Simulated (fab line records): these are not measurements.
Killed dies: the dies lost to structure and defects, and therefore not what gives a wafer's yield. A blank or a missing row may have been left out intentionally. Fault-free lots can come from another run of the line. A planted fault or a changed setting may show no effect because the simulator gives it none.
fab line records | flow n5_finfet | part 1 of 2: steps 1 to 3 of 6
record: lots: 20 | wafers: 60 | last_day: 20
route steps=1938 shown BEOL_M5@1128 BEOL_M6@1197
lots that met no fault: taken from a fault-free run of the same line
start_h: hours from the record's opening day to when the first of the lot's shown wafers began | wait_h: hours since the lot's step before | " identical to the entry in the row above | L1.1+2: several wafers, shown together as one row | - either no value or no given start | * or withheld: withheld | < > ~ a bound
route shown NAME@n: NAME is a module with steps in the file, n the number in the route of the first one | usual: the fault-free wafers' mean and standard deviation | same: alike in all rows | chamber/n: place in a boat | sites: the reading at each site | _std_site: standard deviation across them | _edge_site: mean of outer sites minus mean of inner sites | radius_mm: for every site, how far away it sits from the centre of the wafer | mask NAME#n: copy n | behind: the last tool/chamber to shape the wafer | hold: reason for holding the lot/hours on hold/outcome of the hold | device: names the non-switching transistor (n, p or np) | end of line: at the end of the route, the tests of the same wafers | where a step has no rows: the recipe by itself | killed: at the first sort, the dies lost to defects and structure; wafer yield is something else | map: shows each die of a wafer: x if killed, . if not, _ if none is there
set.NAME: the run value of the setting; set.NAME@STEP: its run value at that earlier step | model.NAME: the simulator's own value behind a step, which no gauge read
the route's steps for a sample of lots (tables are steps, rows are wafers)
services: the hour from which a tool's chamber was out of use, counted from the record's first day as start_h (under 0 if before that day), plus the number of hours and why
== steps ==
step: N5_BEOL_M5_INSPECT_13
recipe: mode: adi | inspect_instrument: brightfield
usual: raw_defect_count: 434/90
lot.wafer | tool              | chamber | start_h | wait_h | raw_defect_count
L074.2    | defect_inspect-02 | -       | 211.98  | 0.0    | 388
L074.5    | "                 | -       | "       | "      | 325
L074.6    | "                 | -       | "       | "      | 426
L075.2    | defect_inspect-02 | -       | 230.50  | 0.0    | 363
L075.3    | "                 | -       | "       | "      | 374
L075.4    | "                 | -       | "       | "      | 563
L077.1    | defect_inspect-01 | -       | 238.67  | 0.1    | 386
L077.2    | "                 | -       | "       | "      | 329
L077.5    | "                 | -       | "       | "      | 376
L078.1    | defect_inspect-01 | -       | 245.18  | 0.1    | 495
L078.3    | "                 | -       | "       | "      | 508
L078.5    | "                 | -       | "       | "      | 530
L076.1    | defect_inspect-01 | -       | 245.26  | 0.1    | 483
L076.2    | "                 | -       | "       | "      | 594
L076.4    | "                 | -       | "       | "      | 468
L079.3    | defect_inspect-01 | -       | 253.53  | 0.0    | 381
L079.5    | "                 | -       | "       | "      | 331
L079.6    | "                 | -       | "       | "      | 377
L081.1    | defect_inspect-01 | -       | 257.07  | 0.1    | 350
L081.3    | "                 | -       | "       | "      | 429
L081.6    | "                 | -       | "       | "      | 365
L082.1    | defect_inspect-01 | -       | 261.48  | 0.1    | 361
L082.3    | "                 | -       | "       | "      | 394
L082.4    | "                 | -       | "       | "      | 452
L080.3    | defect_inspect-01 | -       | 261.65  | 0.0    | 380
L080.5    | "                 | -       | "       | "      | 470
L080.6    | "                 | -       | "       | "      | 404
L083.1    | defect_inspect-01 | -       | 267.88  | 0.1    | 403
L083.4    | "                 | -       | "       | "      | 321
L083.6    | "                 | -       | "       | "      | 349
L084.1    | defect_inspect-01 | -       | 268.20  | 0.1    | 482
L084.2    | "                 | -       | "       | "      | 549
L084.4    | "                 | -       | "       | "      | 456
L085.2    | defect_inspect-02 | -       | 290.75  | 0.0    | 451
L085.3    | "                 | -       | "       | "      | 395
L085.6    | "                 | -       | "       | "      | 498
L087.2    | defect_inspect-02 | -       | 292.57  | 0.0    | 393
L087.3    | "                 | -       | "       | "      | 429
L087.5    | "                 | -       | "       | "      | 354
L088.2    | defect_inspect-01 | -       | 293.19  | 0.0    | 552
L088.4    | "                 | -       | "       | "      | 382
L088.5    | "                 | -       | "       | "      | 468
L089.2    | defect_inspect-01 | -       | 314.95  | 0.1    | 504
L089.4    | "                 | -       | "       | "      | 602
L089.5    | "                 | -       | "       | "      | 403
L092.1    | defect_inspect-02 | -       | 327.21  | 0.1    | 483
L092.2    | "                 | -       | "       | "      | 575
L092.5    | "                 | -       | "       | "      | 507
L093.1    | defect_inspect-02 | -       | 327.42  | 0.1    | 292
L093.3    | "                 | -       | "       | "      | 346
L093.5    | "                 | -       | "       | "      | 377
L091.1    | defect_inspect-02 | -       | 330.42  | 0.1    | 551
L091.4    | "                 | -       | "       | "      | 436
L091.6    | "                 | -       | "       | "      | 349
L096.1    | defect_inspect-01 | -       | 361.37  | 0.1    | 529
L096.2    | "                 | -       | "       | "      | 438
L096.3    | "                 | -       | "       | "      | 410
L094.1    | defect_inspect-01 | -       | 368.93  | 0.1    | 457
L094.4    | "                 | -       | "       | "      | 481
L094.5    | "                 | -       | "       | "      | 561
step: N5_BEOL_M5_ETCH_72
recipe: chemistry: N2/H2 | target: underlayer | target_depth_a: 65 | mask_material: CAR-EUV | time_s: 5.2 | ion_energy_ev: 200 | pressure_mtorr: 30 | source_w: 840 | bias_w: 150 | n2_flow_sccm: 200 | h2_flow_sccm: 200 | ends: cleared
usual: chamber_pressure_mTorr: 30.00/0.04 | drypump_motor_current_A: 5.8/0.43 | etch_rf_on_time_s: 5.18/0.087 | oes_product_au: 0.68/0.077 | rf_fwd_power_W: 819.1/2.3 | rf_vpp_V: 523.4/2.2 | showerhead_plenum_p_Torr: 2.52/0.068 | throttle_valve_pct: 17.91/0.21
lot.wafer | tool        | chamber | start_h | wait_h | chamber_pressure_mTorr | drypump_motor_current_A | etch_rf_on_time_s | oes_product_au | rf_fwd_power_W | rf_hours_counter_h | rf_vpp_V | showerhead_plenum_p_Torr | throttle_valve_pct
L074.2    | rie_diel-02 | 1       | 212.49  | 0.0    | 29.97                  | 5.6                     | 5.31              | 0.63           | 816.7          | 161                | 519.9    | 2.43                     | 18.13
L074.5    | "           | 2       | "       | "      | 29.98                  | 6.1                     | 5.13              | 0.73           | 817.6          | -                  | 523.8    | 2.47                     | 17.85
L074.6    | "           | 1       | "       | "      | 29.97                  | 5.6                     | 5.31              | 0.63           | 821.5          | -                  | 521.8    | 2.43                     | 18.13
L075.2    | rie_diel-05 | 0       | 230.58  | 0.0    | 29.99                  | 5.8                     | 5.40              | 0.59           | 820.9          | 220                | 523.9    | 2.51                     | 17.76
L075.3    | "           | 0       | "       | "      | 30.04                  | 5.8                     | 5.36              | 0.58           | 821.8          | -                  | 522.3    | 2.51                     | 17.79
L075.4    | "           | 2       | "       | "      | 29.99                  | 6.2                     | 5.15              | 0.80           | 820.5          | -                  | 520.9    | 2.49                     | 17.73
L077.1    | rie_diel-05 | 3       | 238.74  | 0.0    | 30.06                  | 6.4                     | 5.16              | 0.65           | 816.3          | 156                | 525.1    | 2.53                     | 18.13
L077.2    | "           | 1       | "       | "      | 29.99                  | 5.3                     | 5.20              | 0.77           | 822.7          | 43                 | 525.4    | 2.59                     | 17.63
L077.5    | "           | 3       | "       | "      | 30.00                  | 6.3                     | 5.10              | 0.65           | 816.0          | -                  | 522.3    | 2.53                     | 18.11
L078.1    | rie_diel-05 | 3       | 245.25  | 0.0    | 29.98                  | 6.4                     | 5.16              | 0.65           | 822.8          | 158                | 522.9    | 2.53                     | 18.14
L078.3    | "           | 0       | "       | "      | 30.00                  | 5.8                     | 5.39              | 0.57           | 820.3          | 222                | 521.2    | 2.51                     | 17.78
L078.5    | "           | 1       | "       | "      | 30.00                  | 5.3                     | 5.26              | 0.74           | 817.8          | -                  | 526.4    | 2.59                     | 17.65
L076.1    | rie_diel-03 | 3       | 245.32  | 0.0    | 29.97                  | 5.5                     | 5.33              | 0.58           | 822.2          | 191                | 527.0    | 2.63                     | 18.01
L076.2    | "           | 2       | "       | "      | 29.92                  | 5.7                     | 5.25              | 0.58           | 818.2          | 220                | 521.0    | 2.42                     | 17.98
L076.4    | "           | 1       | "       | "      | 29.97                  | 5.7                     | 5.30              | 0.59           | 817.4          | 198                | 522.8    | 2.52                     | 18.33
L079.3    | rie_diel-02 | 1       | 253.89  | 0.0    | 30.01                  | 5.6                     | 5.20              | 0.64           | 820.3          | 172                | 520.3    | 2.43                     | 18.15
L079.5    | "           | 0       | "       | "      | 30.05                  | 4.8                     | 5.03              | 0.80           | 818.3          | -                  | 524.8    | 2.60                     | 17.79
L079.6    | "           | 1       | "       | "      | 30.05                  | 5.6                     | 5.18              | 0.63           | 818.5          | -                  | 521.4    | 2.43                     | 18.13
L081.1    | rie_diel-02 | 0       | 257.14  | 0.0    | 30.00                  | 4.8                     | 5.08              | 0.82           | 817.5          | 14                 | 525.2    | 2.60                     | 17.77
L081.3    | "           | 2       | "       | "      | 29.98                  | 6.1                     | 5.07              | 0.72           | 820.8          | 78                 | 522.6    | 2.47                     | 17.86
L081.6    | "           | 3       | "       | "      | 29.98                  | 5.9                     | 5.15              | 0.62           | 818.0          | -                  | 520.5    | 2.43                     | 17.92
L082.1    | rie_diel-05 | 0       | 261.58  | 0.0    | 30.00                  | 5.8                     | 5.35              | 0.58           | 815.0          | 227                | 522.4    | 2.50                     | 17.78
L082.3    | "           | 2       | "       | "      | 30.00                  | 6.2                     | 5.14              | 0.79           | 815.5          | 25                 | 521.1    | 2.49                     | 17.75
L082.4    | "           | 3       | "       | "      | 29.96                  | 6.4                     | 5.08              | 0.65           | 816.7          | 163                | 524.4    | 2.53                     | 18.14
L080.3    | rie_diel-03 | 3       | 261.77  | 0.0    | 29.96                  | 5.5                     | 5.23              | 0.60           | 814.0          | 194                | 528.4    | 2.63                     | 17.99
L080.5    | "           | 0       | "       | "      | 29.98                  | 5.9                     | 5.11              | 0.68           | 817.0          | -                  | 526.6    | 2.67                     | 18.03
L080.6    | "           | 3       | "       | "      | 29.96                  | 5.5                     | 5.26              | 0.60           | 817.5          | -                  | 524.6    | 2.63                     | 18.02
L083.1    | rie_diel-02 | 0       | 267.95  | 0.0    | 30.01                  | 4.8                     | 5.08              | 0.80           | 820.6          | 17                 | 525.7    | 2.59                     | 17.77
L083.4    | "           | 1       | "       | "      | 30.02                  | 5.6                     | 5.22              | 0.62           | 820.0          | 176                | 521.8    | 2.43                     | 18.14
L083.6    | "           | 2       | "       | "      | 30.01                  | 6.1                     | 5.07              | 0.73           | 814.9          | -                  | 523.0    | 2.47                     | 17.89
L084.1    | rie_diel-03 | 1       | 268.65  | 0.0    | 30.02                  | 5.8                     | 5.22              | 0.59           | 818.8          | 206                | 522.5    | 2.52                     | 18.36
L084.2    | "           | 0       | "       | "      | 30.03                  | 5.9                     | 5.20              | 0.67           | 818.8          | 116                | 524.1    | 2.67                     | 18.05
L084.4    | "           | 3       | "       | "      | 30.08                  | 5.5                     | 5.31              | 0.59           | 821.3          | 196                | 527.2    | 2.63                     | 18.03
L085.2    | rie_diel-02 | 2       | 291.18  | 0.0    | 30.00                  | 6.1                     | 5.10              | 0.72           | 818.9          | 88                 | 523.7    | 2.46                     | 17.87
L085.3    | "           | 3       | "       | "      | 29.96                  | 5.9                     | 5.14              | 0.61           | 816.0          | 203                | 520.1    | 2.42                     | 17.97
L085.6    | "           | 3       | "       | "      | 30.01                  | 5.9                     | 5.12              | 0.60           | 822.1          | -                  | 521.6    | 2.42                     | 17.94
L087.2    | rie_diel-02 | 0       | 292.64  | 0.0    | 30.00                  | 4.8                     | 5.01              | 0.79           | 818.6          | 25                 | 525.0    | 2.59                     | 17.78
L087.3    | "           | 3       | "       | "      | 29.99                  | 5.9                     | 5.03              | 0.62           | 816.8          | 204                | 520.0    | 2.42                     | 17.96
L087.5    | "           | 0       | "       | "      | 30.08                  | 4.8                     | 5.04              | 0.79           | 819.9          | -                  | 527.2    | 2.59                     | 17.77
L088.2    | rie_diel-05 | 2       | 293.26  | 0.0    | 30.08                  | 6.2                     | 5.08              | 0.76           | 818.7          | 32                 | 524.0    | 2.49                     | 17.76
L088.4    | "           | 1       | "       | "      | 30.01                  | 5.4                     | 5.15              | 0.73           | 821.4          | 63                 | 526.3    | 2.58                     | 17.68
L088.5    | "           | 0       | "       | "      | 30.02                  | 5.8                     | 5.31              | 0.57           | 817.6          | -                  | 521.7    | 2.50                     | 17.78
L089.2    | rie_diel-03 | 3       | 315.04  | 0.0    | 30.03                  | 5.5                     | 5.22              | 0.58           | 821.4          | 213                | 526.0    | 2.62                     | 18.04
L089.4    | "           | 2       | "       | "      | 29.98                  | 5.7                     | 5.19              | 0.57           | 818.1          | -                  | 520.0    | 2.41                     | 18.03
L089.5    | "           | 3       | "       | "      | 29.98                  | 5.4                     | 5.27              | 0.59           | 819.2          | -                  | 526.5    | 2.62                     | 18.06
L092.1    | rie_diel-05 | 3       | 327.28  | 0.0    | 30.00                  | 6.4                     | 5.11              | 0.64           | 821.7          | 186                | 522.7    | 2.52                     | 18.18
L092.2    | "           | 2       | "       | "      | 29.98                  | 6.2                     | 5.06              | 0.76           | 818.2          | 45                 | 523.4    | 2.48                     | 17.78
L092.5    | "           | 2       | "       | "      | 30.05                  | 6.2                     | 5.07              | 0.76           | 819.4          | -                  | 524.5    | 2.48                     | 17.78
L093.1    | rie_diel-05 | 3       | 327.68  | 0.0    | 29.94                  | 6.4                     | 5.14              | 0.63           | 820.2          | 187                | 523.6    | 2.52                     | 18.19
L093.3    | "           | 1       | "       | "      | 29.88                  | 5.4                     | 5.24              | 0.71           | 817.4          | 77                 | 527.6    | 2.58                     | 17.68
L093.5    | "           | 2       | "       | "      | 30.03                  | 6.2                     | 5.16              | 0.75           | 814.8          | -                  | 521.0    | 2.48                     | 17.77
L091.1    | rie_diel-02 | 3       | 332.66  | 0.0    | 29.94                  | 5.9                     | 5.14              | 0.59           | 819.7          | 220                | 521.5    | 2.42                     | 17.98
L091.4    | "           | 2       | "       | "      | 30.02                  | 6.1                     | 5.10              | 0.70           | 820.3          | 103                | 522.7    | 2.46                     | 17.92
L091.6    | "           | 0       | "       | "      | 29.94                  | 4.8                     | 5.08              | 0.77           | 822.3          | -                  | 525.4    | 2.58                     | 17.83
L096.1    | rie_diel-05 | 3       | 361.44  | 0.0    | 29.96                  | 6.4                     | 5.24              | 0.61           | 819.5          | 205                | 522.2    | 2.51                     | 18.21
L096.2    | "           | 0       | "       | "      | 30.04                  | 5.8                     | 5.31              | 0.81           | 817.2          | 6                  | 523.2    | 2.49                     | 17.42
L096.3    | "           | 1       | "       | "      | 29.99                  | 5.4                     | 5.25              | 0.69           | 818.7          | 95                 | 523.4    | 2.57                     | 17.73
L094.1    | rie_diel-05 | 0       | 369.25  | 0.0    | 30.05                  | 5.7                     | 5.23              | 0.80           | 823.2          | 8                  | 520.3    | 2.49                     | 17.44
L094.4    | "           | 1       | "       | "      | 30.02                  | 5.4                     | 5.16              | 0.70           | 819.2          | 98                 | 523.0    | 2.57                     | 17.74
L094.5    | "           | 3       | "       | "      | 29.99                  | 6.4                     | 5.19              | 0.62           | 823.1          | -                  | 523.6    | 2.51                     | 18.22
step: N5_BEOL_M5_DESCUM_33
recipe: chemistry: O2 | time_s: 7 | source_power_w: 50 | bias_power_w: 20 | pressure_mtorr: 20 | rf_frequency_hz: 2.712e+07 | temp_c: 40 | resist: CAR-EUV | o2_flow_sccm: 225
usual: chamber_pressure_mTorr: 20.001/0.017 | drypump_motor_current_A: 5.7/0.43 | oes_product_au: 0.79/0.09 | rf_fwd_power_W: 49.48/0.19 | rf_vpp_V: 242.9/1.3 | showerhead_plenum_p_Torr: 2.07/0.062 | throttle_valve_pct: 20.50/0.17
same: time_s: 7
lot.wafer | tool        | chamber | start_h | wait_h | chamber_pressure_mTorr | drypump_motor_current_A | oes_product_au | rf_fwd_power_W | rf_hours_counter_h | rf_vpp_V | showerhead_plenum_p_Torr | throttle_valve_pct
L074.2    | rie_diel-02 | 3       | 215.33  | 1.8    | 19.996                 | 5.9                     | 0.73           | 49.47          | 184                | 243.0    | 2.00                     | 20.38
L074.5    | "           | 0       | "       | "      | 19.965                 | 4.8                     | 1.00           | 49.95          | -                  | 243.9    | 2.15                     | 20.39
L074.6    | "           | 1       | "       | "      | 20.019                 | 5.5                     | 0.74           | 49.46          | -                  | 242.7    | 2.01                     | 20.70
L075.2    | rie_diel-03 | 2       | 231.56  | 0.0    | 19.997                 | 5.7                     | 0.69           | 49.48          | 216                | 241.4    | 1.99                     | 20.55
L075.3    | "           | 1       | "       | "      | 19.979                 | 5.7                     | 0.72           | 49.41          | 193                | 241.9    | 2.07                     | 20.75
L075.4    | "           | 0       | "       | "      | 20.032                 | 5.9                     | 0.80           | 49.54          | 104                | 244.8    | 2.18                     | 20.40
L077.1    | rie_diel-02 | 2       | 239.60  | 0.0    | 19.989                 | 6.1                     | 0.85           | 49.27          | 73                 | 241.4    | 2.04                     | 20.48
L077.2    | "           | 1       | "       | "      | 20.008                 | 5.6                     | 0.74           | 49.66          | 169                | 242.0    | 2.01                     | 20.71
L077.5    | "           | 3       | "       | "      | 20.007                 | 5.9                     | 0.71           | 49.60          | -                  | 242.6    | 2.00                     | 20.38
L078.1    | rie_diel-05 | 3       | 246.21  | 0.0    | 19.996                 | 6.4                     | 0.75           | 49.59          | 158                | 241.8    | 2.08                     | 20.69
L078.3    | "           | 1       | "       | "      | 20.022                 | 5.3                     | 0.89           | 49.34          | 45                 | 244.1    | 2.13                     | 20.22
L078.5    | "           | 1       | "       | "      | 20.011                 | 5.3                     | 0.89           | 49.33          | -                  | 243.4    | 2.13                     | 20.21
L076.1    | rie_diel-03 | 2       | 246.26  | 0.0    | 20.027                 | 5.7                     | 0.68           | 49.45          | 220                | 242.4    | 1.99                     | 20.56
L076.2    | "           | 3       | "       | "      | 19.977                 | 5.5                     | 0.70           | 49.61          | 191                | 244.8    | 2.17                     | 20.59
L076.4    | "           | 1       | "       | "      | 20.004                 | 5.8                     | 0.71           | 49.17          | 198                | 244.7    | 2.07                     | 20.76
L079.3    | rie_diel-02 | 0       | 255.32  | 0.2    | 19.988                 | 4.8                     | 0.96           | 49.64          | 13                 | 245.4    | 2.15                     | 20.42
L079.5    | "           | 2       | "       | "      | 19.970                 | 6.0                     | 0.85           | 49.52          | -                  | 241.7    | 2.04                     | 20.48
L079.6    | "           | 1       | "       | "      | 20.018                 | 5.6                     | 0.74           | 49.57          | -                  | 242.7    | 2.00                     | 20.73
L081.1    | rie_diel-03 | 2       | 259.65  | 0.0    | 20.009                 | 5.7                     | 0.69           | 49.44          | 225                | 241.0    | 1.99                     | 20.57
L081.3    | "           | 3       | "       | "      | 20.001                 | 5.5                     | 0.70           | 49.64          | 193                | 244.7    | 2.17                     | 20.61
L081.6    | "           | 1       | "       | "      | 19.964                 | 5.7                     | 0.71           | 48.83          | -                  | 244.0    | 2.07                     | 20.77
L082.1    | rie_diel-03 | 2       | 263.88  | 0.0    | 20.003                 | 5.7                     | 0.68           | 49.62          | 226                | 241.5    | 1.98                     | 20.56
L082.3    | "           | 3       | "       | "      | 19.995                 | 5.5                     | 0.69           | 49.64          | 194                | 245.0    | 2.17                     | 20.61
L082.4    | "           | 0       | "       | "      | 19.998                 | 5.9                     | 0.80           | 49.43          | 114                | 243.8    | 2.18                     | 20.42
L080.3    | rie_diel-05 | 0       | 264.35  | 0.4    | 19.979                 | 5.8                     | 0.68           | 49.56          | 228                | 243.4    | 2.07                     | 20.34
L080.5    | "           | 0       | "       | "      | 19.980                 | 5.8                     | 0.68           | 49.46          | -                  | 241.8    | 2.07                     | 20.34
L080.6    | "           | 1       | "       | "      | 19.994                 | 5.3                     | 0.88           | 49.52          | -                  | 244.8    | 2.13                     | 20.21
L083.1    | rie_diel-05 | 1       | 269.01  | 0.1    | 19.993                 | 5.3                     | 0.86           | 49.39          | 54                 | 243.0    | 2.13                     | 20.22
L083.4    | "           | 0       | "       | "      | 19.993                 | 5.8                     | 0.67           | 49.59          | 229                | 243.2    | 2.07                     | 20.33
L083.6    | "           | 2       | "       | "      | 20.006                 | 6.2                     | 0.90           | 49.95          | -                  | 241.7    | 2.04                     | 20.38
L084.1    | rie_diel-05 | 1       | 269.97  | 0.1    | 20.007                 | 5.4                     | 0.87           | 49.35          | 54                 | 244.1    | 2.13                     | 20.23
L084.2    | "           | 2       | "       | "      | 20.001                 | 6.2                     | 0.91           | 49.67          | 28                 | 243.2    | 2.04                     | 20.40
L084.4    | "           | 3       | "       | "      | 19.995                 | 6.3                     | 0.75           | 49.23          | 166                | 242.5    | 2.08                     | 20.73
L085.2    | rie_diel-02 | 0       | 292.04  | 0.0    | 20.015                 | 4.8                     | 0.92           | 49.73          | 25                 | 244.5    | 2.14                     | 20.43
L085.3    | "           | 3       | "       | "      | 19.984                 | 5.9                     | 0.71           | 49.59          | 204                | 242.3    | 2.00                     | 20.43
L085.6    | "           | 0       | "       | "      | 20.014                 | 4.8                     | 0.92           | 49.84          | -                  | 244.6    | 2.14                     | 20.43
L087.2    | rie_diel-05 | 3       | 296.08  | 0.0    | 19.985                 | 6.4                     | 0.74           | 49.39          | 176                | 242.8    | 2.08                     | 20.73
L087.3    | "           | 2       | "       | "      | 19.990                 | 6.2                     | 0.90           | 49.61          | 33                 | 242.5    | 2.04                     | 20.41
L087.5    | "           | 2       | "       | "      | 20.002                 | 6.2                     | 0.91           | 49.72          | -                  | 243.3    | 2.04                     | 20.41
L088.2    | rie_diel-02 | 1       | 296.13  | 0.0    | 19.991                 | 5.6                     | 0.72           | 49.25          | 187                | 242.7    | 2.00                     | 20.75
L088.4    | "           | 2       | "       | "      | 20.016                 | 6.1                     | 0.83           | 49.39          | -                  | 242.2    | 2.03                     | 20.51
L088.5    | "           | 3       | "       | "      | 20.018                 | 5.9                     | 0.71           | 49.58          | -                  | 242.6    | 1.99                     | 20.44
L089.2    | rie_diel-03 | 3       | 316.15  | 0.0    | 20.014                 | 5.5                     | 0.69           | 49.54          | 214                | 244.5    | 2.16                     | 20.65
L089.4    | "           | 2       | "       | "      | 19.966                 | 5.7                     | 0.67           | 49.47          | -                  | 241.2    | 1.98                     | 20.58
L089.5    | "           | 0       | "       | "      | 19.998                 | 6.0                     | 0.77           | 49.64          | -                  | 243.8    | 2.17                     | 20.44
L092.1    | rie_diel-05 | 3       | 330.14  | 1.0    | 19.990                 | 6.4                     | 0.73           | 49.55          | 188                | 244.3    | 2.07                     | 20.73
L092.2    | "           | 2       | "       | "      | 20.011                 | 6.2                     | 0.88           | 49.35          | 47                 | 242.3    | 2.04                     | 20.42
L092.5    | "           | 2       | "       | "      | 20.011                 | 6.2                     | 0.88           | 49.61          | -                  | 241.4    | 2.04                     | 20.42
L093.1    | rie_diel-02 | 2       | 330.27  | 1.0    | 20.024                 | 6.1                     | 0.82           | 49.34          | 102                | 241.2    | 2.03                     | 20.52
L093.3    | "           | 1       | "       | "      | 19.973                 | 5.6                     | 0.72           | 49.46          | 201                | 241.4    | 1.99                     | 20.76
L093.5    | "           | 0       | "       | "      | 19.992                 | 4.8                     | 0.91           | 49.38          | -                  | 243.2    | 2.14                     | 20.45
L091.1    | rie_diel-05 | 2       | 336.58  | 1.6    | 20.000                 | 6.2                     | 0.87           | 49.65          | 51                 | 241.1    | 2.04                     | 20.44
L091.4    | "           | 1       | "       | "      | 19.981                 | 5.3                     | 0.85           | 49.29          | -                  | 243.1    | 2.12                     | 20.26
L091.6    | "           | 2       | "       | "      | 19.991                 | 6.2                     | 0.87           | 49.81          | -                  | 243.5    | 2.04                     | 20.42
L096.1    | rie_diel-02 | 0       | 362.41  | 0.0    | 19.984                 | 4.8                     | 0.88           | 49.78          | 49                 | 242.6    | 2.13                     | 20.47
L096.2    | "           | 3       | "       | "      | 19.986                 | 5.9                     | 0.69           | 49.56          | 234                | 242.4    | 1.99                     | 20.46
L096.3    | "           | 2       | "       | "      | 19.990                 | 6.1                     | 0.80           | 49.34          | 116                | 241.2    | 2.02                     | 20.53
L094.1    | rie_diel-03 | 0       | 372.36  | 0.5    | 19.978                 | 5.9                     | 0.76           | 49.40          | 146                | 245.6    | 2.17                     | 20.47
L094.4    | "           | 0       | "       | "      | 19.983                 | 5.9                     | 0.76           | 49.51          | -                  | 244.1    | 2.17                     | 20.47
L094.5    | "           | 1       | "       | "      | 20.022                 | 5.7                     | 0.70           | 49.54          | -                  | 242.7    | 2.06                     | 20.79
